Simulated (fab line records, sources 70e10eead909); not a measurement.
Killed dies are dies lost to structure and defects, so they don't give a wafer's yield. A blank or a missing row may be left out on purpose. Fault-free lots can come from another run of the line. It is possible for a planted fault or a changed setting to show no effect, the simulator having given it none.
Comparing a struck lot with a sound one | flow nand-harc | 15 steps out of a route of 1159
Sound: the wafers L527.1, L527.2, L527.3. Struck: wafer L535.5. (L535.6 of the same lot was not struck and is left out.) The cause comes at the end.
For every step that has rows: the tool of each side, followed by ch and its chambers, followed by its first start. Under that, the readings that differ: sound wafers | struck wafers | difference of the means | sigmas: that difference in standard deviations of wafers without a fault.
alike: words and numbers the same on both sides, and readings whose means are apart by under 2 such deviations; not compared: readings that were withheld, readings missing a value for some wafer, numbers with overlapping values and no deviation given by the record, and bounds like >300 which may hide the same value.
The two part at a step that has a row with sigmas, a row that says differs or no value, or rows on one side only. Numbers that don't overlap but have no deviation are shown without sigmas and don't part them. A reading that every wafer of one side lacks parts them only if that side has two wafers or more.

first, 8 steps without rows for these wafers: NHARC_A_CONTACT_COAT_61 (time 75 s); NHARC_A_CONTACT_COAT_62 (time 65 s); NHARC_A_CONTACT_COAT_63 (resist thk 90 nm); NHARC_A_CONTACT_SOFTBAKE_64 (time 55 s); NHARC_A_CONTACT_EBR_65; NHARC_A_CONTACT_EXPOSE_66 (exposes mask A CC 2); NHARC_A_CONTACT_PEB_67 (peb time 65 s); NHARC_A_CONTACT_DEVELOP_68 (develop time 35 s).
NHARC_A_CONTACT_CD_MEAS_69 targets a cd of 200 nm.
  sound on cd-sem-02 ch 0, day 16 16:07; struck on cd-sem-02 ch 0, day 19 03:04
  alike: cd-nm
NHARC_A_CONTACT_OVL_MEAS_70:
  sound on overlay-01, day 16 16:13; struck on overlay-02, day 19 03:08
  alike: overlay-x-nm, overlay-y-nm
NHARC_A_CONTACT_INSPECT_71:
  sound on defect-inspect-01, day 16 16:15; struck on defect-inspect-01, day 19 03:10
  alike: raw-defect-count
NHARC_A_CONTACT_DESCUM_74: chemistry O2, time 3 s.
  sound on rie-diel-09 ch 0,1,3, day 16 16:19; struck on rie-diel-02 ch 1, day 19 03:16
  reading                         | sound          | struck | difference | sigmas
  drypump-motor-current-A (A)     | 5.5 6.1 5.8    | 5.1    | -0.7       | -2
  showerhead-plenum-p-Torr (Torr) | 1.80 1.94 1.81 | 2.06   | +0.21      | +2
  alike: oes-product-au, rf-vpp-V, throttle-valve-pct
  not compared: rf-hours-counter-h
NHARC_A_CONTACT_ETCH_75: etches the open film in CF4, target depth 39 nm, time 65 s.
  sound on rie-diel-09 ch 1,2,3, day 16 16:23; struck on rie-diel-02 ch 0, day 19 03:21
  reading                | sound                | struck | difference | sigmas
  oes-product-au (a.u.)  | 1.008 0.992 1.014    | 0.860  | -0.145     | -17
  throttle-valve-pct (%) | 13.309 13.277 13.280 | 13.258 | -0.031     | -3
  alike: drypump-motor-current-A, rf-vpp-V, showerhead-plenum-p-Torr
  not compared: rf-hours-counter-h
NHARC_A_CONTACT_ETCH_76: etches the open film in N2/H2, target depth 260 nm, time 475.3 s.
  sound on rie-diel-09 ch 0,1,2; struck on rie-diel-02 ch 2
  reading               | sound             | struck | difference | sigmas
  oes-product-au (a.u.) | 1.003 0.990 0.987 | 1.015  | +0.022     | +2
  alike: drypump-motor-current-A, rf-vpp-V, showerhead-plenum-p-Torr, throttle-valve-pct
  not compared: rf-hours-counter-h
following that, these wafers have no rows for 1 step: NHARC_END_SORT_01.

WHERE THEY PART
First at NHARC_A_CONTACT_DESCUM_74; last, within this record, at NHARC_A_CONTACT_ETCH_76.

WHY: what had been put in by the simulator
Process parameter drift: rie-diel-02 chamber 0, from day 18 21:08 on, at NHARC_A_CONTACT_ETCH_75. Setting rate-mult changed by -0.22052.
